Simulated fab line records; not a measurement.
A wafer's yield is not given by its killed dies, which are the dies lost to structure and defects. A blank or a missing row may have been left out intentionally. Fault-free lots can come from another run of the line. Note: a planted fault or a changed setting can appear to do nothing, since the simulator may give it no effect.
Matching of chambers | flow n5Finfet | pecvd-03 running N5_SDB_HM_DEP_00: 3 sister chambers
The step deposits SiNx from SiH4/NH3/N2, target thk 40 nm, time 35.3 s. 3 wafers are shown with their chamber, then 9 later ones without.

## WAFERS WITH THEIR CHAMBER
wafer  | chamber | throttleValvePct (%)
L086.3 | 1       | 36.6
L088.1 | 0       | 39.4
L088.5 | 2       | 40.0

## WAFERS MISSING THEIR CHAMBER
wafer  | throttleValvePct (%)
L090.2 | 40.1
L090.5 | 39.3
L090.6 | 36.7
L096.2 | 39.0
L096.4 | 40.4
L096.5 | 36.6
L097.1 | 36.8
L097.3 | 40.2
L097.5 | 36.8

## EACH ONE'S CHAMBER
wafer  | from the rows above | in truth
L090.2 | 2                   | 2
L090.5 | 0                   | 0
L090.6 | 1                   | 1
L096.2 | 0                   | 0
L096.4 | 2                   | 2
L096.5 | 1                   | 1
L097.1 | 1                   | 1
L097.3 | 2                   | 2
L097.5 | 1                   | 1
Correct placement for 9 of the 9. Not placeable from these rows: 0. 0 placed wrongly.
How it was worked out, from the rows above alone: a wafer's distance from a chamber is the root of the sum, over the readings, of the square of ((its reading less the chamber's mean) divided by the reading's scatter). If the next closest chamber is less than 2 further off than the closest, the wafer can't be placed; otherwise it belongs to the closest. A chamber's mean is the mean of its shown wafers. The scatter: root of mean squared gap, hidden wafer to nearest shown wafer, with one shown wafer a chamber.
